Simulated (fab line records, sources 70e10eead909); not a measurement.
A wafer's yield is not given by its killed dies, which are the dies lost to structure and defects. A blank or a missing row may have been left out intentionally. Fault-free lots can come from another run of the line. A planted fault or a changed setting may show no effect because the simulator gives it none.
A struck lot beside a sound one ; flow nand-harc ; 13 out of 1302 route steps
Sound: wafers L996.2, L996.5, L996.6. Struck: wafer L988.2. (L988.6 of the same lot was not struck and is left out.) The cause comes at the end.
At each step with rows: each side's tool, then ch and its chambers, then its first start. Under that, the readings that differ: sound wafers ; struck wafers ; difference of the means ; sigmas: that difference in standard deviations of wafers without a fault.
alike: readings whose means differ by less than 2 such deviations, and words and numbers that are the same on both sides. not compared: withheld readings, readings that some wafer has no value for, bounds like >300 that may hide the same value, and numbers for which the record gives no deviation and whose values overlap.
The two part at a step that has a row with sigmas, a row that says differs or no value, or rows on one side only. Non-overlapping numbers with no deviation appear without sigmas and do not part them. A reading that every wafer of one side lacks parts them only if that side has two wafers or more.

NHARC_A_STAIRCASE_STRIP_475: strips in O2, time 20 s.
  sound on rie-diel-08 ch 1,2,3; struck on rie-diel-07 ch 0
reading;sound;struck;difference;sigmas
rf-vpp-V (V);57.4 57.2 57.5;59.5;+2.1;+2
showerhead-plenum-p-Torr (Torr);3.55 3.29 3.46;3.70;+0.27;+2
  alike: drypump-motor-current-A, oes-product-au, throttle-valve-pct
  not compared: rf-hours-counter-h
NHARC_A_STAIRCASE_DEP_471: deposits SiO2, target thk 100 nm.
  sound on pecvd-03 ch 1,2, day 27 17:49; struck on pecvd-02 ch 2, day 24 00:32
reading;sound;struck;difference;sigmas
heater-power-w (W);718 637 544;426;-207;-3
  alike: flow-sccm, throttle-valve-pct
NHARC_A_STAIRCASE_CMP_472: polishes SiO2.
  sound on cmp-02 ch 1,2,3, day 27 18:10; struck on cmp-03 ch 1, day 24 00:44
  alike: motor-current-A
after that, 1 step had no rows for these wafers: NHARC_A_STAIRCASE_SRD_474.
NHARC_A_STAIRCASE_INSPECT_155:
  sound on defect-inspect-02, day 27 18:25; struck on defect-inspect-02, day 24 01:05
  alike: raw-defect-count
NHARC_A_SGD_CUT_DEP_00: deposits SiNx, target thk 50 nm.
  sound on pecvd-03 ch 0,1, day 27 18:31; struck on pecvd-02 ch 0, day 24 01:13
  alike: heater-power-w
then, 5 steps without rows for these wafers: NHARC_A_SGD_CUT_DEHYDRATE_01 (time 120 s); NHARC_A_SGD_CUT_HMDS_02 (time 30 s); NHARC_A_SGD_CUT_COAT_56 (time 75 s); NHARC_A_SGD_CUT_COAT_57 (time 65 s); NHARC_A_SGD_CUT_COAT_03 (resist thk 90 nm).
NHARC_A_SGD_CUT_SOFTBAKE_04: time 55 s.
  sound on litho-track-01 ch 0, day 27 18:00; struck on litho-track-06 ch 0, day 24 01:00
reading;sound;struck;difference;sigmas
heater-power-total-W (W);188.35 188.31 188.58;244.41;+56.00;+99 or more
after that, 1 step had no rows for these wafers: NHARC_A_SGD_CUT_EBR_05.

WHERE THEY PART
First at NHARC_A_STAIRCASE_STRIP_475; last, within this record, at NHARC_A_SGD_CUT_SOFTBAKE_04.

WHY: the cause the simulator had injected
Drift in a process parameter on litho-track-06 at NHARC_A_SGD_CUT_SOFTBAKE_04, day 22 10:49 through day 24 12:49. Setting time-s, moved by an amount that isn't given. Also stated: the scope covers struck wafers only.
